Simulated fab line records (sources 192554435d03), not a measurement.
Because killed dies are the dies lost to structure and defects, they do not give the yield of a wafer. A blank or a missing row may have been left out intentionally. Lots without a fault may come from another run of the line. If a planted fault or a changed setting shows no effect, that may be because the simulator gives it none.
Comparing a struck lot with a sound one ; flow n5Finfet ; 21 out of 1938 route steps
Sound: wafers L895.4, L895.5, L895.6. The struck wafers were L881.3, L881.4, L881.5. The cause is named last.
For every step that has rows: the tool of each side, followed by ch and its chambers, followed by its first start. Under that, the readings that differ: sound wafers ; struck wafers ; difference of the means ; sigmas: that difference in standard deviations of wafers without a fault.
alike: readings with means less than 2 such deviations apart, plus words and numbers identical on both sides. not compared: withheld readings, readings lacking a value on some wafer, bounds such as >300 that could conceal the same value, and numbers that have no deviation in the record and whose values overlap.
The two part at a step that has a row with sigmas, a row that says differs or no value, or rows on one side only. Numbers that have no deviation but don't overlap get no sigmas and don't part them. A reading missing from all wafers of one side parts the sides only when that side holds two or more wafers.

first, 3 steps without rows for these wafers: N5_BEOL_M0_ALD_136 (deposits TaN, pulse time 2 s, purge time 3 s, co reactant purge time 2 s); N5_BEOL_M0_SURFACE_TREAT_137; N5_BEOL_M0_CVD_115 (deposits Co from CCTBA/H2, time 120 s).
N5_BEOL_M0_SPUTTER_116: material Cu, target thk 4 nm, time 7.37 s.
  sound on pvdSputter-01 at day 11 12:53; struck on pvdSputter-03 at day 7 20:58
  alike: throttleValvePct
N5_BEOL_M0_ANNEAL_117: time 60 s.
  sound on pvdSputter-01 at day 11 12:58; struck on pvdSputter-03 at day 7 21:02
  alike: heaterPowerW
then, 2 steps without rows for these wafers: N5_BEOL_M0_SPUTTER_132 (material Cu, target thk 4 nm, time 7.37 s); N5_BEOL_M0_ANNEAL_133 (time 60 s).
N5_BEOL_M0_SPUTTER_134: material Cu, target thk 4 nm, time 7.37 s.
  sound on pvdSputter-01 at day 11 13:08; struck on pvdSputter-03 at day 7 21:12
  alike: throttleValvePct
N5_BEOL_M0_ANNEAL_135: time 60 s.
  sound on pvdSputter-01 at day 11 13:13; struck on pvdSputter-03 at day 7 21:17
  alike: heaterPowerW
then, 3 steps without rows for these wafers: N5_BEOL_M0_SPUTTER_141 (material Cu, target thk 4 nm, time 7.37 s); N5_BEOL_M0_ECD_118 (material Cu, target thk 300 nm); N5_BEOL_M0_ANNEAL_119 (time 90 s).
N5_BEOL_M0_CMP_120: polishes, stops on SiOC, t overpolish 6.9 s.
  sound on cmp-04 ch 0,1,2, day 11 13:52; struck on cmp-04 ch 1,2, day 7 21:49
  no value came back on the struck wafers for any of 5 readings (barrierFieldEndpointS (s), clearingPlatenDownForcePsi (psi) and others); on the sound wafers barrierFieldEndpointS (s) reads 3.76 3.50 3.60
reading;sound;struck;difference;sigmas
model.SiOC_of_BEOL_M0_SAQP_ILD_DEP_01.thkNm (nm);38.8 39.6 39.6;42.2 43.6 42.2;+3.3;
  not compared: padLifeWafers
then, 1 step without rows for these wafers: N5_BEOL_M0_PRE_CLEAN_131 (time 15 s).
N5_BEOL_M0_CO_CAP_123: material Co, precursor CCTBA/H2, target thk 2 nm, time 102.1 s.
  sound on cvdCo-01 ch 0,1,2, day 11 14:10; struck on cvdCo-01 ch 0,1,2, day 7 22:11
  alike: heaterPowerW
then, 2 steps without rows for these wafers: N5_BEOL_M0_PRE_CLEAN_124 (time 15 s); N5_BEOL_M0_DEP_125 (deposits SiCN from 3MS/NH3, target thk 8 nm, time 14 s).
N5_BEOL_M0_RS_MEAS_126: uses a four-point probe to measure.
  sound on filmMetro-01 at day 11 14:19; struck on filmMetro-02 at day 7 22:22
reading;sound;struck;difference;sigmas
M0_RS (ohm/sq);0.559 0.544 0.533;0.063 0.063 0.064;-0.482;-28
N5_BEOL_M0_INSPECT_127: inspects for defects (darkfield).
  sound on defectInspect-01 at day 11 14:21; struck on defectInspect-01 at day 7 22:24
reading;sound;struck;difference;sigmas
rawDefectCount;56 81 67;3599 3583 3440;+3473;+99 or more
N5_BEOL_M4_RC_MEAS_101:
  the record has rows for the sound wafers here (prober-02 ch 0, day 14 05:05) and none for the struck ones
-- the record jumps here: 7 days lie between the struck wafers' starts before and after (it left off in module BEOL_M4 and takes up again in module PASSIVATION, whose first step shown is number 1936 of the route) --
N5_PASSIVATION_PROBE_49:
  sound on prober-01 at day 17 23:40; struck on prober-01 at day 14 23:58
reading;sound;struck;difference;sigmas
defectLimitedYield (%);91.6 92.7 89.9;0 0 0;-91;-65
killed_at_M0_to_M3;26 29 41;1108 1111 1129;+1084;+99 or more
killedDies;99 86 119;1180 1180 1180;+1079;+67
killedOnRim;10 10 21;152 152 152;+138;+34
sortNPass;1080 1094 1061;0 0 0;-1078;-63
sortYieldPct (%);91.5 92.7 89.9;0 0 0;-91;-61
  alike: killed_at_M4_up, killedAtContacts, killedAtFrontEnd, killedAtOther, killedOpen, killedShort, sort_bin_4_leakage, sort_bin_5_function, sort_bin_6_memory, sort_bin_8_speed

## WHERE THEY PART
First at N5_BEOL_M0_CMP_120; last, within this record, at N5_PASSIVATION_PROBE_49.

WHY: what had been put in by the simulator
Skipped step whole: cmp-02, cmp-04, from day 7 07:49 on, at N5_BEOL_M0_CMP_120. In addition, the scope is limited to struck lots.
